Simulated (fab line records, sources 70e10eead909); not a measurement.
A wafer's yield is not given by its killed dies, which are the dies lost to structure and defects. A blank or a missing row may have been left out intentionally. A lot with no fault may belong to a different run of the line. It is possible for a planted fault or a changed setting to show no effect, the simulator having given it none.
fab line records | flow nand-harc
[record] lots = 24 wafers = 72 last-day = 33
route steps=1302 shown P_CONTACT@237 P_M0@269 P_M1@307 P_M2@335
lots with no fault: from the same line, run without faults
start-h: hours from the record's first day to the start of the lot's first wafer shown | wait-h: how many hours have passed since the lot's step before this one | " same as the row above | L1.1+2: a single row standing in for several wafers | - no value, or no start was given | * or withheld: withheld | < > ~ a bound
route shown NAME@n: NAME is a module with steps in the file, n the number in the route of the first one | usual: average and standard deviation across the fault-free wafers | same: alike in all rows | chamber/n: place in a boat | sites: each site's reading | _std_site: the standard deviation of these | _edge_site: mean of outer sites minus mean of inner sites | radius-mm: for every site, how far away it sits from the centre of the wafer | mask NAME#n: copy n | behind: the tool/chamber that last shaped the wafer | hold: why the lot was held/for how many hours/how that ended | device: which transistor (n, p or np) failed to switch | end of line: tests of these same wafers at the route's end | where a step has no rows: the recipe by itself | killed: at the first sort, the dies lost to defects and structure; wafer yield is something else | map: the dies of a wafer, with x for killed, . for not killed, _ for no die there
set.NAME: the setting the step ran with; set.NAME@STEP: the setting that earlier step ran with | model.NAME: the simulator's own value behind a step, which no gauge read
steps of the route over a sample of lots; a table a step, a row a wafer
services: from which hour (start-h, from the record's first day; less than 0 if before it) a tool's chamber was out of use, for how many hours, and why
[[steps]]
[step NHARC_P_CONTACT_ETCH_36]
[recipe] target-depth-a = 2600 over-etch-frac = 0.25 time-s = 406.25 ion-energy-ev = 200 n2-flow-sccm = 150 h2-flow-sccm = 150 ar-flow-sccm = 0 rf-w = 400 bias-w = 150 chemistry = N2/H2
[usual] drypump-motor-current-A = 5.9/0.53 oes-product-au = 1.000/0.0068 rf-fwd-power-W = 399.2/1.4 rf-vpp-V = 431.0/2.9 showerhead-plenum-p-Torr = 2.06/0.11 throttle-valve-pct = 14.172/0.0088
// columns lot.wafer tool chamber start-h wait-h drypump-motor-current-A oes-product-au rf-fwd-power-W rf-hours-counter-h rf-vpp-V showerhead-plenum-p-Torr throttle-valve-pct
L074.3 rie-diel-04 3 - - 5.6 0.998 400.6 2.6 429.3 2.02 14.183
L074.1 " 0 " " 4.9 1.004 397.7 2.8 432.0 2.11 14.181
L074.5 " 1 " " 5.1 1.001 396.3 - 427.9 1.93 14.162
L075.4 rie-diel-01 1 - - 6.4 0.998 401.8 2.7 427.3 1.91 14.171
L075.3 " 2 " " 6.0 1.009 399.6 2.9 432.1 2.09 14.144
L075.5 " 0 " " 5.9 1.002 399.1 - 434.9 2.21 14.175
L076.2 rie-diel-04 0 - - 4.9 1.012 397.3 3.3 432.1 2.11 14.186
L076.3 " 2 " " 6.5 0.996 396.2 3.8 433.9 2.20 14.183
L076.6 " 3 " " 5.6 1.001 398.0 - 429.5 2.02 14.182
L077.2 rie-diel-04 3 - - 5.6 0.992 396.2 3.6 430.1 2.02 14.178
L077.4 " 0 " " 4.9 1.002 399.9 3.7 432.5 2.11 14.171
L077.5 " 2 " " 6.5 1.005 399.2 - 434.5 2.20 14.175
L078.4 rie-diel-04 0 - - 4.9 1.010 400.0 4.0 433.2 2.11 14.163
L078.2 " 3 " " 5.6 1.000 398.6 3.9 430.0 2.02 14.175
L078.6 " 0 " " 4.9 0.998 400.6 - 432.4 2.10 14.163
L079.1 rie-diel-01 0 - - 5.9 0.988 400.0 3.0 434.6 2.21 14.165
L079.4 " 1 " " 6.4 1.004 398.2 3.8 428.2 1.91 14.184
L079.2 " 2 " " 6.0 0.998 398.1 4.1 432.2 2.09 14.162
L080.5 rie-diel-12 2 - - 6.2 1.000 399.8 - 435.2 2.12 14.179
L080.6 " 3 " " 6.0 1.007 400.6 - 426.2 1.90 14.187
L080.4 " 1 " " 6.2 0.993 400.4 - 428.1 1.98 14.179
L081.2 rie-diel-12 0 - - 6.0 0.993 399.1 4.7 434.7 2.20 14.167
L081.1 " 3 " " 6.1 0.997 399.1 5.2 427.0 1.90 14.162
L081.5 " 1 " " 6.2 1.001 398.3 - 430.0 1.98 14.168
L082.1 rie-diel-01 1 - - 6.4 1.013 397.8 4.4 426.5 1.91 14.168
L082.4 " 2 " " 6.0 0.980 400.0 4.6 431.1 2.09 14.176
L082.5 " 1 " " 6.4 0.996 399.3 - 427.5 1.91 14.169
L083.2 rie-diel-04 3 - - 5.6 1.000 399.9 0.7 429.1 2.02 14.167
L083.1 " 0 " " 4.9 1.005 401.7 0.6 431.2 2.10 14.184
L083.3 " 2 " " 6.5 0.992 400.7 0.7 434.2 2.20 14.175
L084.3 rie-diel-12 1 - - 6.2 1.007 402.1 7.6 428.8 1.98 14.175
L084.1 " 2 " " 6.2 0.993 399.7 6.6 433.2 2.12 14.185
L084.5 " 0 " " 6.0 1.002 398.1 - 433.7 2.20 14.169
L085.1 rie-diel-04 3 - - 5.6 1.009 398.6 1.5 430.4 2.02 14.170
L085.2 " 0 " " 4.9 1.004 400.7 1.4 433.3 2.10 14.166
L085.5 " 1 " " 5.1 1.002 399.8 - 427.2 1.93 14.165
L086.1 rie-diel-01 2 - - 6.0 0.999 398.5 0.4 432.5 2.09 14.178
L086.3 " 3 " " 6.0 1.004 399.1 0.4 428.8 1.99 14.167
L086.6 " 2 " " 6.0 1.008 397.5 - 431.2 2.09 14.170
L087.3 rie-diel-01 0 - - 5.9 1.000 398.4 1.0 436.2 2.21 14.178
L087.4 " 1 " " 6.4 0.999 400.9 1.0 426.9 1.91 14.164
L087.6 " 3 " " 6.0 1.001 397.3 - 430.1 1.99 14.181
L088.2 rie-diel-01 1 - - 6.4 0.994 401.6 1.3 427.0 1.91 14.183
L088.1 " 3 " " 6.0 1.000 398.8 1.5 429.9 1.99 14.177
L088.6 " 0 " " 5.9 0.992 397.4 - 433.0 2.21 14.191
L090.3 rie-diel-04 3 - - 5.6 1.005 400.5 2.4 428.7 2.02 14.177
L090.5 " 2 " " 6.5 1.004 400.2 - 433.6 2.20 14.171
L090.6 " 3 " " 5.6 1.008 398.5 - 430.7 2.02 14.192
L089.1 rie-diel-01 2 - - 6.0 0.995 398.4 1.8 432.4 2.09 14.180
L089.3 " 0 " " 5.9 0.994 398.6 1.7 434.1 2.21 14.169
L089.4 " 1 " " 6.4 1.010 398.8 1.8 425.6 1.91 14.158
L091.4 rie-diel-12 1 - - 6.2 1.001 399.1 0.8 429.6 1.98 14.180
L091.1 " 2 " " 6.2 0.995 398.3 1.1 431.8 2.12 14.173
L091.3 " 3 " " 6.0 1.005 400.7 0.9 427.2 1.89 14.174
L092.3 rie-diel-04 1 - - 5.1 0.994 396.3 2.1 429.1 1.93 14.174
L092.2 " 0 " " 4.9 1.003 400.1 3.1 432.2 2.10 14.181
L092.6 " 1 " " 5.1 0.995 398.7 - 427.6 1.93 14.165
L093.2 rie-diel-12 2 - - 6.2 0.994 401.5 1.8 431.9 2.12 14.186
L093.5 " 1 " " 6.2 0.981 398.4 - 429.2 1.98 14.187
L093.6 " 2 " " 6.2 0.990 400.0 - 431.7 2.11 14.167
L094.4 rie-diel-01 1 - - 6.4 0.993 399.0 3.0 427.8 1.91 14.172
L094.3 " 3 " " 6.0 1.003 399.7 3.1 428.5 1.99 14.168
L094.6 " 0 " " 6.0 0.984 398.7 - 435.0 2.21 14.165
L095.4 rie-diel-04 3 - - 5.6 0.997 398.5 4.0 430.8 2.02 14.183
L095.2 " 0 " " 4.9 1.003 398.5 3.9 433.7 2.10 14.179
L095.6 " 1 " " 5.1 1.004 401.7 - 427.2 1.93 14.167
L096.4 rie-diel-04 3 - - 5.6 1.012 398.9 4.5 429.1 2.02 14.174
L096.3 " 0 " " 4.9 0.997 399.1 4.4 431.2 2.10 14.180
L096.6 " 3 " " 5.6 1.004 398.9 - 431.3 2.02 14.167
L097.2 rie-diel-04 0 - - 4.9 1.008 397.7 5.0 432.1 2.10 14.166
L097.3 " 1 " " 5.1 0.995 400.8 4.0 427.1 1.93 14.167
L097.5 " 0 " " 4.9 0.998 400.7 - 432.2 2.10 14.163
[step NHARC_P_CONTACT_INSPECT_27]
[usual] raw-defect-count = 291/140
// columns lot.wafer tool chamber start-h wait-h raw-defect-count
L074.1 defect-inspect-02 - 124.73 0.1 266
L074.3 " - " " 222
L074.5 " - " " 241
L075.3 defect-inspect-01 - 129.53 0.1 209
L075.4 " - " " 197
L075.5 " - " " 143
L076.2 defect-inspect-02 - 147.81 0.1 392
L076.3 " - " " 342
L076.6 " - " " 494
L077.2 defect-inspect-01 - 157.02 0.1 862
L077.4 " - " " 386
L077.5 " - " " 708
L078.2 defect-inspect-01 - 159.99 0.1 315
L078.4 " - " " 201
L078.6 " - " " 141
L079.1 defect-inspect-02 - 179.39 0.1 555
L079.2 " - " " 473
L079.4 " - " " 525
L080.4 defect-inspect-01 - 189.37 0.1 482
L080.5 " - " " 320
L080.6 " - " " 272
L081.1 defect-inspect-01 - 197.28 0.1 273
L081.2 " - " " 183
L081.5 " - " " 523
L082.1 defect-inspect-01 - 204.05 0.1 304
L082.4 " - " " 320
L082.5 " - " " 238
L083.1 defect-inspect-02 - 217.61 0.1 337
L083.2 " - " " 253
L083.3 " - " " 378
L084.1 defect-inspect-02 - 226.77 0.1 364
L084.3 " - " " 259
L084.5 " - " " 590
L085.1 defect-inspect-02 - 239.31 0.1 304
L085.2 " - " " 198
L085.5 " - " " 139
L086.1 defect-inspect-01 - 240.37 0.1 177
L086.3 " - " " 130
L086.6 " - " " 213
L087.3 defect-inspect-01 - 262.49 0.1 223
L087.4 " - " " 214
L087.6 " - " " 98
L088.1 defect-inspect-02 - 263.12 0.1 159
L088.2 " - " " 138
L088.6 " - " " 97
L090.3 defect-inspect-01 - 276.15 0.1 257
L090.5 " - " " 455
L090.6 " - " " 243
L089.1 defect-inspect-02 - 276.93 0.1 211
L089.3 " - " " 182
L089.4 " - " " 208
L091.1 defect-inspect-01 - 293.54 0.1 200
L091.3 " - " " 291
L091.4 " - " " 254
L092.2 defect-inspect-01 - 304.27 0.1 174
L092.3 " - " " 120
L092.6 " - " " 234
L093.2 defect-inspect-01 - 305.63 0.1 447
L093.5 " - " " 366
L093.6 " - " " 359
L094.3 defect-inspect-01 - 318.65 0.1 405
L094.4 " - " " 252
L094.6 " - " " 445
L095.2 defect-inspect-01 - 324.38 0.1 214
L095.4 " - " " 238
L095.6 " - " " 234
L096.3 defect-inspect-02 - 341.32 0.1 240
L096.4 " - " " 337
L096.6 " - " " 229
L097.2 defect-inspect-01 - 349.50 0.1 343
L097.3 " - " " 294
L097.5 " - " " 151
[step NHARC_P_M0_CD_MEAS_16]
[usual] cd-nm = 89.9/0.69
// columns lot.wafer tool chamber start-h wait-h cd-nm
L074.1 cd-sem-02 - 126.11 - 88.4
L074.3 " - " " 89.1
L074.5 " - " " 88.3
L075.3 cd-sem-02 - 130.93 - 90.9
L075.4 " - " " 90.8
L075.5 " - " " 90.7
L076.2 cd-sem-02 - 149.22 - 89.5
L076.3 " - " " 89.1
L076.6 " - " " 89.4
L077.2 cd-sem-01 - 158.40 - 90.3
L077.4 " - " " 90.3
L077.5 " - " " 90.0
L078.2 cd-sem-02 - 161.37 - 90.4
L078.4 " - " " 90.8
L078.6 " - " " 91.3
L079.1 cd-sem-02 - 180.79 - 90.2
L079.2 " - " " 90.2
L079.4 " - " " 89.9
L080.4 cd-sem-01 - 191.28 - 90.0
L080.5 " - " " 89.9
L080.6 " - " " 90.0
L081.1 cd-sem-02 - 198.66 - 90.0
L081.2 " - " " 90.1
L081.5 " - " " 89.8
L082.1 cd-sem-03 - 205.31 - 89.2
L082.4 " - " " 89.2
L082.5 " - " " 88.8
L083.1 cd-sem-01 - 219.01 - 89.8
L083.2 " - " " 89.3
L083.3 " - " " 89.7
L084.1 cd-sem-02 - 228.15 - 88.8
L084.3 " - " " 90.0
L084.5 " - " " 89.0
L085.1 cd-sem-03 - 240.76 - 89.8
L085.2 " - " " 89.8
L085.5 " - " " 90.0
L086.1 cd-sem-03 - 241.88 - 90.9
L086.3 " - " " 89.0
L086.6 " - " " 90.3
L087.3 cd-sem-02 - 263.76 - 90.5
L087.4 " - " " 90.5
L087.6 " - " " 90.3
L088.1 cd-sem-03 - 264.50 - 90.8
L088.2 " - " " 90.2
L088.6 " - " " 90.1
L090.3 cd-sem-03 - 278.32 - 90.2
L090.5 " - " " 88.4
L090.6 " - " " 89.4
L089.1 cd-sem-01 - 278.33 - 89.1
L089.3 " - " " 90.7
L089.4 " - " " 89.5
L091.1 cd-sem-01 - 294.92 - 90.9
L091.3 " - " " 91.9
L091.4 " - " " 90.8
L092.2 cd-sem-01 - 305.66 - 90.7
L092.3 " - " " 89.4
L092.6 " - " " 89.5
L093.2 cd-sem-01 - 307.02 - 90.0
L093.5 " - " " 89.6
L093.6 " - " " 90.0
L094.3 cd-sem-03 - 320.04 - 91.5
L094.4 " - " " 89.7
L094.6 " - " " 90.3
L095.2 cd-sem-01 - 325.81 - 90.7
L095.4 " - " " 90.0
L095.6 " - " " 89.3
L096.3 cd-sem-01 - 342.57 - 89.9
L096.4 " - " " 89.5
L096.6 " - " " 89.7
L097.2 cd-sem-01 - 350.89 - 89.3
L097.3 " - " " 89.9
L097.5 " - " " 89.9
[step NHARC_P_M0_PVD_20]
[recipe] target-thk-a = 50 bias-v = 168.6 power-w = 15000 chamber-pressure-pa = 0.12 time-s = 8.06 substrate-temp-c = 50 material = TaN
[usual] substrate-temp-c = 50.00/0.12 throttle-valve-pct = 30.3/1.3
// columns lot.wafer tool chamber start-h wait-h substrate-temp-c throttle-valve-pct
L074.1 pvd-sputter-02 - - - 49.85 31.1
L074.3 " - " " 50.04 29.5
L074.5 " - " " 49.88 29.6
L075.4 pvd-sputter-03 - - - 50.25 28.5
L075.3 " - " " 49.87 29.1
L075.5 " - " " 49.85 28.3
L076.2 pvd-sputter-01 - - - 49.92 32.9
L076.3 " - " " 50.09 29.6
L076.6 " - " " 50.15 29.6
L077.2 pvd-sputter-03 - - - 50.06 31.0
L077.4 " - " " 50.05 29.3
L077.5 " - " " 50.09 29.7
L078.4 pvd-sputter-01 - - - 49.92 31.4
L078.2 " - " " 50.04 31.1
L078.6 " - " " 50.00 31.2
L079.4 pvd-sputter-02 - - - 50.04 29.4
L079.2 " - " " 49.83 29.9
L079.1 " - " " 49.86 31.5
L080.4 pvd-sputter-02 - - - 49.86 29.8
L080.5 " - " " 50.01 29.6
L080.6 " - " " 50.01 31.6
L081.1 pvd-sputter-01 - - - 50.03 30.9
L081.2 " - " " 50.01 32.8
L081.5 " - " " 50.04 31.6
L082.1 pvd-sputter-01 - - - 50.12 31.7
L082.4 " - " " 50.02 32.9
L082.5 " - " " 49.85 31.0
L083.2 pvd-sputter-03 - - - 49.92 28.7
L083.3 " - " " 50.09 28.2
L083.1 " - " " 50.12 28.5
L084.1 pvd-sputter-03 - - - 49.90 28.7
L084.3 " - " " 50.10 28.4
L084.5 " - " " 49.92 28.7
L085.2 pvd-sputter-01 - - - 50.04 31.1
L085.1 " - " " 50.13 28.2
L085.5 " - " " 49.75 31.0
L086.1 pvd-sputter-02 - - - 49.85 29.6
L086.3 " - " " 50.14 29.8
L086.6 " - " " 49.98 31.4
L087.3 pvd-sputter-02 - - - 49.89 31.6
L087.4 " - " " 50.08 29.4
L087.6 " - " " 50.27 29.7
L088.1 pvd-sputter-01 - - - 49.86 32.2
L088.2 " - " " 50.08 28.3
L088.6 " - " " 50.02 28.5
L089.4 pvd-sputter-02 - - - 49.94 29.7
L089.3 " - " " 49.97 31.7
L089.1 " - " " 50.05 29.5
L090.3 pvd-sputter-01 - - - 50.04 28.0
L090.5 " - " " 50.09 30.2
L090.6 " - " " 49.97 32.3
L091.4 pvd-sputter-02 - - - 50.04 29.0
L091.3 " - " " 49.99 31.7
L091.1 " - " " 49.97 29.8
L092.2 pvd-sputter-02 - - - 50.00 31.8
L092.3 " - " " 50.06 31.2
L092.6 " - " " 50.07 31.7
L093.2 pvd-sputter-03 - - - 49.98 28.9
L093.5 " - " " 49.90 28.3
L093.6 " - " " 50.06 28.6
L094.4 pvd-sputter-02 - - - 50.15 29.7
L094.3 " - " " 49.96 29.0
L094.6 " - " " 49.91 31.3
L095.4 pvd-sputter-03 - - - 50.13 28.3
L095.2 " - " " 49.67 28.7
L095.6 " - " " 50.18 30.3
L096.4 pvd-sputter-02 - - - 49.99 32.1
L096.3 " - " " 49.88 28.8
L096.6 " - " " 50.01 31.6
L097.3 pvd-sputter-01 - - - 49.83 28.1
L097.2 " - " " 50.01 31.2
L097.5 " - " " 50.00 32.2
[step NHARC_P_M1_PVD_20]
[recipe] target-thk-a = 50 bias-v = 168.6 power-w = 15000 chamber-pressure-pa = 0.12 time-s = 8.06 substrate-temp-c = 50 material = TaN
[usual] substrate-temp-c = 50.02/0.11 throttle-valve-pct = 30.4/1.3
// columns lot.wafer tool chamber start-h wait-h substrate-temp-c throttle-valve-pct
L074.1 pvd-sputter-02 - - - 49.98 31.3
L074.3 " - " " 49.96 31.4
L074.5 " - " " 50.16 31.6
L075.4 pvd-sputter-01 - - - 49.84 30.9
L075.3 " - " " 50.07 31.3
L075.5 " - " " 50.00 30.9
L076.3 pvd-sputter-03 - - - 49.72 30.6
L076.2 " - " " 50.00 28.2
L076.6 " - " " 49.97 31.1
L077.2 pvd-sputter-01 - - - 49.84 29.3
L077.4 " - " " 50.31 30.6
L077.5 " - " " 49.96 29.7
L078.2 pvd-sputter-01 - - - 50.11 30.6
L078.4 " - " " 50.06 32.7
L078.6 " - " " 49.94 32.7
L079.1 pvd-sputter-01 - - - 50.13 31.6
L079.2 " - " " 50.18 30.6
L079.4 " - " " 49.91 32.7
L080.4 pvd-sputter-02 - - - 49.89 31.3
L080.5 " - " " 50.01 31.6
L080.6 " - " " 50.03 29.8
L081.2 pvd-sputter-01 - - - 50.04 32.9
L081.1 " - " " 49.98 29.5
L081.5 " - " " 50.04 29.5
L082.1 pvd-sputter-02 - - - 50.11 31.3
L082.4 " - " " 49.90 31.5
L082.5 " - " " 49.98 31.8
L083.1 pvd-sputter-03 - - - 49.91 28.7
L083.2 " - " " 50.02 28.6
L083.3 " - " " 50.08 28.7
L084.1 pvd-sputter-02 - - - 50.04 29.5
L084.3 " - " " 50.00 29.8
L084.5 " - " " 50.10 29.6
L085.1 pvd-sputter-02 - - - 50.02 29.4
L085.2 " - " " 50.00 29.7
L085.5 " - " " 49.94 29.4
L086.1 pvd-sputter-03 - - - 50.15 28.1
L086.3 " - " " 49.87 28.7
L086.6 " - " " 50.04 30.3
L087.3 pvd-sputter-01 - - - 50.03 31.9
L087.4 " - " " 50.17 28.2
L087.6 " - " " 49.95 30.4
L088.1 pvd-sputter-01 - - - 50.16 31.3
L088.2 " - " " 49.91 32.0
L088.6 " - " " 50.01 31.4
L089.1 pvd-sputter-01 - - - 50.25 27.9
L089.4 " - " " 50.15 30.9
L089.3 " - " " 49.78 30.3
L090.3 pvd-sputter-01 - - - 49.81 32.2
L090.6 " - " " 50.04 31.2
L090.5 " - " " 49.84 30.3
L091.4 pvd-sputter-01 - - - 49.91 32.4
L091.1 " - " " 49.93 28.1
L091.3 " - " " 50.01 31.3
L092.3 pvd-sputter-03 - - - 49.97 30.5
L092.2 " - " " 49.83 28.6
L092.6 " - " " 49.95 30.4
L093.2 pvd-sputter-02 - - - 49.85 31.5
L093.5 " - " " 50.13 31.6
L093.6 " - " " 50.09 29.8
L094.3 pvd-sputter-02 - - - 49.93 31.1
L094.4 " - " " 49.97 28.9
L094.6 " - " " 50.12 29.9
L095.4 pvd-sputter-02 - - - 50.13 30.9
L095.2 " - " " 50.20 31.8
L095.6 " - " " 50.20 31.2
L096.3 pvd-sputter-01 - - - 50.05 28.5
L096.4 " - " " 50.08 31.3
L096.6 " - " " 50.03 32.4
L097.2 pvd-sputter-02 - - - 50.03 29.7
L097.3 " - " " 49.92 31.3
L097.5 " - " " 49.90 31.6
[step NHARC_P_M2_STRIP_18]
[recipe] power-w = 1000 n2-flow-sccm = 150 h2-flow-sccm = 150 ar-flow-sccm = 0 bias-w = 0 chemistry = N2/H2
[usual] drypump-motor-current-A = 5.8/0.48 oes-product-au = 1.001/0.0077 rf-fwd-power-W = 996.6/2.9 rf-vpp-V = 90.9/0.91 showerhead-plenum-p-Torr = 2.07/0.079 throttle-valve-pct = 14.171/0.0099
// columns lot.wafer tool chamber start-h wait-h drypump-motor-current-A oes-product-au rf-fwd-power-W rf-hours-counter-h rf-vpp-V showerhead-plenum-p-Torr throttle-valve-pct
L074.3 rie-diel-11 1 134.36 0.1 5.8 1.014 996.3 2.2 90.1 1.98 14.182
L074.1 " 3 " " 5.6 0.990 994.4 1.9 90.0 2.11 14.180
L074.5 " 1 " " 5.8 1.005 997.2 - 90.3 1.98 14.177
L075.4 rie-diel-11 3 139.24 0.1 5.6 0.994 996.8 2.2 92.6 2.10 14.164
L075.3 " 1 " " 5.8 0.993 992.8 2.4 91.2 1.98 14.171
L075.5 " 3 " " 5.6 1.000 997.3 - 89.9 2.10 14.179
L076.2 rie-diel-07 0 157.56 0.1 6.6 0.996 992.6 1.0 90.7 2.18 14.169
L076.3 " 1 " " 5.6 0.998 990.4 1.1 91.2 2.03 14.162
L076.6 " 0 " " 6.6 0.999 994.2 - 92.2 2.18 14.176
L077.4 rie-diel-11 1 166.75 0.1 5.7 1.009 998.9 2.8 89.6 1.98 14.169
L077.2 " 3 " " 5.6 0.992 994.3 2.8 89.6 2.10 14.166
L077.5 " 2 " " 6.6 1.002 996.7 - 89.8 1.98 14.182
L078.4 rie-diel-06 1 169.90 0.1 5.3 0.999 994.8 1.5 91.5 2.20 14.176
L078.2 " 2 " " 6.1 0.999 1000.3 1.1 90.2 2.04 14.163
L078.6 " 1 " " 5.3 0.996 1000.3 - 91.7 2.20 14.170
L079.2 rie-diel-11 0 188.97 0.1 5.1 1.001 1000.0 3.8 91.2 2.10 14.173
L079.4 " 1 " " 5.7 1.006 995.6 4.7 89.8 1.98 14.173
L079.1 " 2 " " 6.6 1.008 996.3 4.6 91.1 1.98 14.170
L080.4 rie-diel-07 1 199.98 0.1 5.6 1.009 990.9 2.7 91.6 2.03 14.167
L080.5 " 1 " " 5.6 0.998 995.2 - 90.4 2.03 14.178
L080.6 " 2 " " 5.7 1.003 992.2 - 89.4 1.98 14.195
L081.2 rie-diel-06 0 207.01 0.1 5.4 1.006 995.5 3.0 91.3 2.15 14.171
L081.1 " 1 " " 5.3 1.001 995.9 3.1 92.4 2.19 14.175
L081.5 " 0 " " 5.4 1.006 991.3 - 91.5 2.15 14.179
L082.4 rie-diel-07 1 213.48 0.1 5.6 1.009 994.9 3.4 89.9 2.03 14.173
L082.1 " 0 " " 6.7 0.999 994.1 3.4 91.4 2.18 14.173
L082.5 " 1 " " 5.6 1.005 996.4 - 91.3 2.03 14.187
L083.2 rie-diel-11 0 227.37 0.1 5.1 1.002 993.5 5.6 90.5 2.10 14.174
L083.3 " 1 " " 5.7 1.000 994.8 6.4 89.0 1.98 14.163
L083.1 " 2 " " 6.6 1.000 995.8 6.7 90.4 1.98 14.171
L084.1 rie-diel-11 3 236.19 0.1 5.6 0.979 997.5 6.0 91.8 2.10 14.160
L084.3 " 1 " " 5.7 0.996 995.7 6.5 89.2 1.98 14.150
L084.5 " 0 " " 5.0 0.998 998.2 - 91.7 2.10 14.175
L085.2 rie-diel-11 2 250.30 0.1 6.6 0.995 997.0 7.1 89.9 1.98 14.179
L085.1 " 0 " " 5.1 1.004 995.0 6.2 92.1 2.10 14.167
L085.5 " 3 " " 5.6 0.992 995.9 - 90.2 2.10 14.160
L086.3 rie-diel-07 3 250.74 0.1 5.5 1.005 995.2 4.3 92.2 2.11 14.161
L086.1 " 1 " " 5.6 1.000 995.1 4.2 89.7 2.03 14.167
L086.6 " 0 " " 6.7 0.990 993.4 - 91.7 2.18 14.186
L087.3 rie-diel-07 3 272.00 0.1 5.5 1.015 1002.1 5.7 90.2 2.11 14.181
L087.4 " 0 " " 6.6 1.013 994.2 5.5 90.4 2.18 14.166
L087.6 " 3 " " 5.5 1.010 999.9 - 90.2 2.11 14.164
L088.1 rie-diel-11 0 272.83 0.1 5.1 1.000 1001.1 0.3 91.5 2.10 14.177
L088.2 " 1 " " 5.7 0.990 994.6 0.3 90.0 1.98 14.172
L088.6 " 0 " " 5.1 1.003 1001.6 - 91.1 2.10 14.154
L089.4 rie-diel-06 1 286.79 0.1 5.2 1.001 998.3 6.7 92.0 2.19 14.186
L089.1 " 2 " " 6.1 1.007 999.0 5.7 90.8 2.03 14.180
L089.3 " 3 " " 6.0 1.002 1000.8 5.2 91.8 2.20 14.169
L090.3 rie-diel-11 1 287.06 0.1 5.7 1.000 997.2 1.0 90.2 1.98 14.163
L090.5 " 0 " " 5.1 1.012 998.3 - 91.0 2.10 14.157
L090.6 " 1 " " 5.7 0.994 993.1 - 91.1 1.98 14.177
L091.3 rie-diel-11 0 303.67 0.1 5.1 1.007 999.7 2.0 92.2 2.10 14.158
L091.1 " 1 " " 5.7 1.000 993.9 1.7 89.2 1.98 14.169
L091.4 " 2 " " 6.6 0.985 995.0 - 89.2 1.98 14.161
L092.2 rie-diel-11 0 313.78 0.1 5.1 1.003 999.3 3.2 92.1 2.10 14.168
L092.3 " 2 " " 6.6 1.001 996.4 2.8 90.8 1.98 14.173
L092.6 " 2 " " 6.6 0.983 997.0 - 89.6 1.98 14.163
L093.2 rie-diel-07 2 315.26 0.1 5.7 1.009 997.1 0.8 91.6 1.98 14.170
L093.5 " 3 " " 5.5 1.009 996.4 - 91.7 2.11 14.150
L093.6 " 0 " " 6.6 1.005 995.8 - 90.8 2.18 14.164
L094.4 rie-diel-07 2 328.71 0.1 5.7 1.004 993.6 1.9 90.1 1.98 14.166
L094.3 " 1 " " 5.6 1.005 995.5 2.8 90.6 2.03 14.182
L094.6 " 3 " " 5.5 0.999 998.8 - 91.3 2.11 14.188
L095.2 rie-diel-06 0 334.03 0.1 5.4 0.997 995.8 0.6 90.7 2.15 14.185
L095.6 " 1 " " 5.2 1.001 998.7 - 91.6 2.19 14.173
L095.4 " 2 " " 6.1 0.993 998.1 - 90.7 2.03 14.164
L096.4 rie-diel-06 2 351.03 0.1 6.1 1.002 995.9 1.1 92.6 2.03 14.152
L096.3 " 1 " " 5.3 1.002 1003.5 1.5 92.1 2.19 14.182
L096.6 " 2 " " 6.0 0.990 997.0 - 89.8 2.03 14.174
L097.3 rie-diel-06 0 359.27 0.1 5.4 1.014 994.9 2.0 91.7 2.15 14.165
L097.2 " 1 " " 5.3 1.011 997.6 1.8 91.7 2.19 14.176
L097.5 " 2 " " 6.1 0.993 993.5 - 91.6 2.03 14.186
[[services]]
// columns tool chamber start-h hours kind
rie-diel-04 0 100.87 6.5 repair
pvd-sputter-01 - 104.00 3.3 repair
pvd-sputter-02 - 104.02 10.0 pm
pvd-sputter-02 - 139.26 1.1 repair
pvd-sputter-03 - 170.00 10.0 pm
pvd-sputter-01 - 177.38 0.7 repair
rie-diel-04 - 177.95 9.0 pm
rie-diel-04 1 202.27 5.6 repair
rie-diel-04 0 202.63 6.6 repair
rie-diel-04 1 213.65 8.8 repair
pvd-sputter-01 - 220.11 1.6 repair
pvd-sputter-01 - 226.28 10.0 pm
pvd-sputter-01 - 243.07 6.7 repair
pvd-sputter-03 - 253.72 1.8 repair
rie-diel-11 - 255.50 9.0 pm
rie-diel-04 1 262.72 10.7 repair
rie-diel-04 3 263.05 1.7 repair
pvd-sputter-02 - 282.02 10.0 pm
rie-diel-11 3 300.40 63.1 repair
pvd-sputter-01 - 314.06 4.6 repair
rie-diel-11 - 325.91 0.8 repair
rie-diel-11 0 331.02 4.8 repair
rie-diel-11 0 345.53 2.0 repair
rie-diel-04 - 354.95 9.0 pm
[[key]]
fault none
